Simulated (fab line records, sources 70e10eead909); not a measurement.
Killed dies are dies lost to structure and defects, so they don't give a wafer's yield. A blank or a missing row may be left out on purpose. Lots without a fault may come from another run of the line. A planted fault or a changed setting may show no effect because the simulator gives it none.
One fault seen from 2 desks | flow nand_harc | each desk has only its own numbers; what lay behind them comes last

THE TOOL OWNER'S DESK: rie_diel-09
The tool's own readings at NHARC_P_M1_STRIP_18 (strips in N2/H2): means of the sampled wafers that have a number, for each lot that ran on this tool. A lot is out of limits, marked OUT, if its mean lies more than 4 standard deviations from the usual mean; the brackets give that distance.
Columns: A = chamber_pressure_mTorr at NHARC_P_M1_STRIP_18, usual 29.998 mTorr; B = drypump_motor_current_A at NHARC_P_M1_STRIP_18, usual 5.7 A; C = mfc_ar_sccm at NHARC_P_M1_STRIP_18, usual 0.016 sccm; D = oes_product_au at NHARC_P_M1_STRIP_18, usual 0.992 a.u.; E = rf_vpp_V at NHARC_P_M1_STRIP_18, usual 90.6 V; F = showerhead_plenum_p_Torr at NHARC_P_M1_STRIP_18, usual 2.02 Torr; G = throttle_valve_pct at NHARC_P_M1_STRIP_18, usual 14.171 %
lot  | first seen here | A      | B   | C     | D     | E    | F    | G
L629 | day 8 05:40     | 29.995 | 5.6 | 0.022 | 0.999 | 91.1 | 2.02 | 14.165
L632 | day 9 09:38     | 30.025 | 5.8 | 0.009 | 1.002 | 90.5 | 1.96 | 14.171
L635 | day 10 12:00    | 29.988 | 5.8 | 0.009 | 0.992 | 89.9 | 1.96 | 14.179
L636 | day 11 00:51    | 29.985 | 6.0 | 0.017 | 0.978 | 90.6 | 1.99 | 14.175
L637 | day 11 04:32    | 30.000 | 5.8 | 0.009 | 0.993 | 89.2 | 1.95 | 14.175
L639 | day 12 14:04    | 29.997 | 5.4 | 0.014 | 0.984 | 91.0 | 1.98 | 14.179
L645 | day 15 06:04    | 30.018 | 5.6 | 0.022 | 1.000 | 90.7 | 2.01 | 14.161
L647 | day 15 07:52    | 29.992 | 6.0 | 0.021 | 1.005 | 91.2 | 2.04 | 14.173
This desk's finding: nothing out of limits on any of the 8 lots.

THE METROLOGY DESK
What the gauges read, lot by lot, whatever tool the lot ran on: means of the sampled wafers that have a number. A lot is out of limits, marked OUT, if its mean lies more than 4 standard deviations from the usual mean; the brackets give that distance.
Columns: A = cd_nm at NHARC_THIN_TSV_CD_MEAS_33, usual 5000.3 nm
lot  | first seen here | A
L629 | day 25 16:10    | 4998.3
L633 | day 26 13:53    | 5001.3
L632 | day 26 15:19    | 5001.2
L634 | day 27 23:29    | 5000.1
L635 | day 28 10:44    | 5000.6
L636 | day 28 21:45    | 5002.4
L637 | day 28 22:15    | 5000.7
L638 | day 29 22:50    | 5000.8
L639 | day 30 11:35    | 5000.0
L645 | day 32 18:54    | 4999.1
L647 | day 32 21:38    | 5002.0
This desk's finding: nothing out of limits on any of the 11 lots.

PUT TOGETHER
The tool owner's desk saw nothing out of limits.
The metrology desk saw nothing out of limits.

WHAT THE SIMULATOR HAD PUT IN
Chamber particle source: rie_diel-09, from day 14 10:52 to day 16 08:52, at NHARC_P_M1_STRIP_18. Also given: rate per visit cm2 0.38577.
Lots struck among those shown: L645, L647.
